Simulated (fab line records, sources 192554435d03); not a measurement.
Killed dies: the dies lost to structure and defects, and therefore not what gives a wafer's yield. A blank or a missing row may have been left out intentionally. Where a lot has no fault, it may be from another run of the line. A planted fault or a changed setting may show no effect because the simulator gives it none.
What tool caused it? -- flow n5Finfet -- 8 lots with 24 wafers sampled at 6 steps, on a route of 1938 steps

## WHAT THE GAUGES READ, wafer by wafer
N5_SD_EPI_P_OVL_MEAS_10.
lot,measured,on,SD_P_BLK_OVL (nm)
L972,day 3 06:26,overlay-01,-1.2 -0.1 -0.8
L974,day 3 18:13,overlay-01,0.7 -0.2 1.8
L983,day 6 01:18,overlay-02,-0.5 0.0 0.0
L990,day 8 00:13,overlay-01,53.0 54.5 53.5
L991,day 8 04:19,overlay-02,52.4 52.8 50.7
L993,day 8 14:29,overlay-02,-0.3 -0.4 -1.3
L994,day 8 19:43,overlay-02,-1.1 -0.6 -0.1
L995,day 9 01:53,overlay-02,0.5 0.6 -0.7

N5_BEOL_M4_RC_MEAS_101.
lot,measured,on,DIBL_N (mV/V),DIBL_P (mV/V),IOFF_N (nA/um),IOFF_P (nA/um),ION_N (uA/um),ION_P (uA/um),SS_N (mV/dec),SS_P (mV/dec),VT_N (mV),VT_P (mV)
L972,day 8 04:59,prober-02,36.6 37.2 34.5,37.3 38.7 35.6,0.13 0.17 0.12,0.17 0.19 0.15,652 679 660,446 456 444,71.1 72.3 70.7,72.5 74.0 72.3,254 247 255,-257 -251 -256
L974,day 8 11:39,prober-02,35.8 35.9 38.0,36.9 35.7 39.7,0.15 0.15 0.19,0.22 0.19 0.27,678 664 675,470 457 469,71.6 71.4 72.2,73.6 72.8 74.3,248 249 249,-250 -252 -249
L983,day 10 22:03,prober-01,35.3 36.7 36.0,35.8 37.5 36.4,0.15 0.18 0.15,0.24 0.27 0.24,675 681 677,474 474 471,71.6 72.1 71.7,72.6 73.8 73.5,250 247 250,-246 -243 -247
L990,day 12 22:08,prober-02,34.9 32.7 37.0,35.6 32.1 37.2,0.14 0.12 0.19,0.23 0.18 0.27,668 677 681,463 467 472,71.3 70.6 71.7,73.1 72.5 73.3,253 251 245,-246 -248 -244
L991,day 14 05:20,prober-02,35.7 35.1 36.1,34.4 34.1 35.5,0.15 0.15 0.16,0.18 0.17 0.19,675 665 679,458 449 455,71.3 71.9 71.9,73.4 73.3 73.0,250 252 249,-255 -251 -251
L993,day 13 06:59,prober-02,33.0 38.4 35.4,30.8 38.8 34.2,0.11 0.20 0.13,0.15 0.27 0.19,649 676 670,449 463 463,71.1 71.9 71.2,72.6 74.0 72.6,257 248 251,-254 -244 -249
L994,day 14 11:01,prober-02,33.9 35.4 34.7,34.4 37.0 36.1,0.12 0.14 0.13,0.17 0.20 0.19,661 679 669,464 466 466,70.6 70.3 70.5,71.7 72.9 72.2,254 253 254,-253 -249 -252
L995,day 15 03:51,prober-02,38.7 36.5 34.7,39.5 37.2 35.7,0.20 0.16 0.13,0.25 0.22 0.20,694 679 661,469 470 465,72.4 72.2 71.4,73.6 73.4 72.2,244 250 252,-246 -247 -252

## WHAT TOOL EACH LOT RAN ON (gives the tool, then ch and the chambers of the sampled wafers, and finally the start)
lot,N5_SD_EPI_N_ETCHBACK_44,N5_SD_EPI_N_SD_RECESS_17,N5_SD_EPI_P_EXPOSE_06,N5_SD_EPI_P_SD_RECESS_17
L972,"rieDiel-06 ch 0,2,3, day 3 02:28","rieSi-06 ch 0,1, day 3 02:44","arfiScanner-02 ch 0, day 3 06:18","rieSi-05 ch 0,1,2, day 3 07:11"
L974,"rieDiel-01 ch 0,1,2, day 3 14:09","rieSi-03 ch 0,1,2, day 3 14:25","arfiScanner-02 ch 0, day 3 18:03","rieSi-04 ch 0,3, day 3 19:07"
L983,"rieDiel-01 ch 0,3, day 5 21:17","rieSi-03 ch 0,3, day 5 21:34","arfiScanner-03 ch 0, day 6 01:09","rieSi-01 ch 1,2, day 6 03:13"
L990,"rieDiel-01 ch 0,1,3, day 7 19:25","rieSi-03 ch 0,1,2, day 7 19:41","arfiScanner-02 ch 0, day 8 00:04","rieSi-05 ch 0,2,3, day 8 00:58"
L991,"rieDiel-06 ch 0,1, day 7 23:08","rieSi-06 ch 0,1, day 7 23:25","arfiScanner-02 ch 0, day 8 04:10","rieSi-05 ch 0,2,3, day 8 05:06"
L993,"rieDiel-01 ch 0,1,3, day 8 10:31","rieSi-02 ch 1,2,3, day 8 10:47","arfiScanner-01 ch 0, day 8 14:19","rieSi-05 ch 1,2, day 8 15:13"
L994,"rieDiel-02 ch 0,1,3, day 8 15:38","rieSi-06 ch 0,3, day 8 15:54","arfiScanner-01 ch 0, day 8 19:34","rieSi-05 ch 1,2, day 8 20:28"
L995,"rieDiel-02 ch 0,2,3, day 8 21:19","rieSi-06 ch 0,2,3, day 8 21:35","arfiScanner-01 ch 0, day 9 01:44","rieSi-04 ch 0,1, day 9 02:38"
- N5_SD_EPI_N_ETCHBACK_44: etches SiNx in CH3F/O2, stops on SiO2, target depth 14.5 nm.
- N5_SD_EPI_N_SD_RECESS_17: chemistry HBr/Cl2/O2, target depth 41 nm, time 23.7 s, bt time 3 s.
- N5_SD_EPI_P_EXPOSE_06: exposes mask SD P BLK, target cd 240 nm.
- N5_SD_EPI_P_SD_RECESS_17: chemistry HBr/Cl2/O2, target depth 39.1 nm, bt time 3 s.

## AS READ BY THE TOOLS THEMSELVES (means over the sampled wafers that have a number; for cases with no such wafer, the mark the record gives instead)
N5_SD_EPI_N_ETCHBACK_44.
lot,tool,chamberPressureMTorr (mTorr),drypumpMotorCurrentA (A),oesProductAu (a.u.),rfVppV (V),showerheadPlenumPTorr (Torr),throttleValvePct (%)
L972,rieDiel-06,30.003,5.4,0.67,291,1.97,16.41
L974,rieDiel-01,30.003,5.9,0.65,295,2.00,16.43
L983,rieDiel-01,30.010,6.0,0.66,292,2.01,16.48
L990,rieDiel-01,30.005,6.3,0.77,291,1.99,16.33
L991,rieDiel-06,30.014,5.1,0.74,299,2.06,16.13
L993,rieDiel-01,30.006,6.3,0.75,292,1.98,16.34
L994,rieDiel-02,30.009,5.8,0.60,293,1.89,16.35
L995,rieDiel-02,29.975,5.9,0.67,293,1.97,16.25

N5_SD_EPI_N_SD_RECESS_17.
lot,tool,chamberPressureMTorr (mTorr),drypumpMotorCurrentA (A),oesProductAu (a.u.),throttleValvePct (%)
L972,rieSi-06,10.002,5.2,0.986,37.2
L974,rieSi-03,10.012,5.9,0.990,37.5
L983,rieSi-03,10.001,5.3,0.986,37.4
L990,rieSi-03,10.000,6.0,0.994,37.5
L991,rieSi-06,10.000,5.3,0.986,37.2
L993,rieSi-02,10.005,5.6,1.001,36.9
L994,rieSi-06,9.997,6.0,0.987,37.1
L995,rieSi-06,10.001,5.7,0.994,37.1

N5_SD_EPI_P_EXPOSE_06.
lot,tool,focusOffsetNm (nm),reticleTempC (C)
L972,arfiScanner-02,-0.1,22.94
L974,arfiScanner-02,0.4,22.82
L983,arfiScanner-03,0.3,23.11
L990,arfiScanner-02,-0.2,22.85
L991,arfiScanner-02,-0.5,23.12
L993,arfiScanner-01,-0.2,22.96
L994,arfiScanner-01,-0.9,23.00
L995,arfiScanner-01,0.5,23.09

N5_SD_EPI_P_SD_RECESS_17.
lot,tool,chamberPressureMTorr (mTorr),drypumpMotorCurrentA (A),oesProductAu (a.u.),throttleValvePct (%)
L972,rieSi-05,9.999,5.9,1.013,37.01
L974,rieSi-04,9.996,5.5,1.015,37.19
L983,rieSi-01,10.012,6.1,1.008,37.04
L990,rieSi-05,10.003,5.7,0.991,37.11
L991,rieSi-05,9.999,5.7,0.992,37.13
L993,rieSi-05,9.993,6.2,1.021,37.01
L994,rieSi-05,10.004,6.0,1.014,37.03
L995,rieSi-04,9.995,5.7,1.011,37.29

## THE ANSWER, worked out from the rows above alone
Rule: what is usual is taken from the lots themselves. Put in order of their means at a reading, lots are off if they are a third of the lots or fewer, leave a main group of 4 or more, and stand apart from it by a gap of 3 or more times the standard deviation of the main group's means; of several such gaps the widest counts. Not used: any main group whose means are identical at the precision the tables above print for the reading. A lot without any number at a reading at which 4 lots or more have one is off too. Any other lot the step has rows for is counted as sound. First the gauges in route order, then the tools' own readings, where a lot's mean is used as printed above. At the first step where some lot is off, the reading lying furthest off is the one used; lots without a number count as furthest.
Off: L990, L991, seen at N5_SD_EPI_P_OVL_MEAS_10 (SD_P_BLK_OVL). For the main group the mean is -0.2 nm and the standard deviation 0.53.
A tool fits if, at a process step before that reading, it ran every lot that is off, and no sound lot after the first of them. The gauges at N5_SD_EPI_P_OVL_MEAS_10 aren't tried: what is off there is off at N5_SD_EPI_P_SD_RECESS_17 too, on other tools, and a gauge's error can't cause that. One candidate fits, namely arfiScanner-02 at N5_SD_EPI_P_EXPOSE_06. A fault onset in the window from L974 (day 3 18:03, its last sound lot) to L990 (day 8 00:04, its first lot off) fits.

## WHAT THE SIMULATOR HAD INSERTED
Scanner matching overlay: arfiScanner-02, from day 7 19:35 on, at N5_SD_EPI_P_EXPOSE_06. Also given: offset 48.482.
Shown lots that were struck: L990, L991. The rule above reached the same finding.
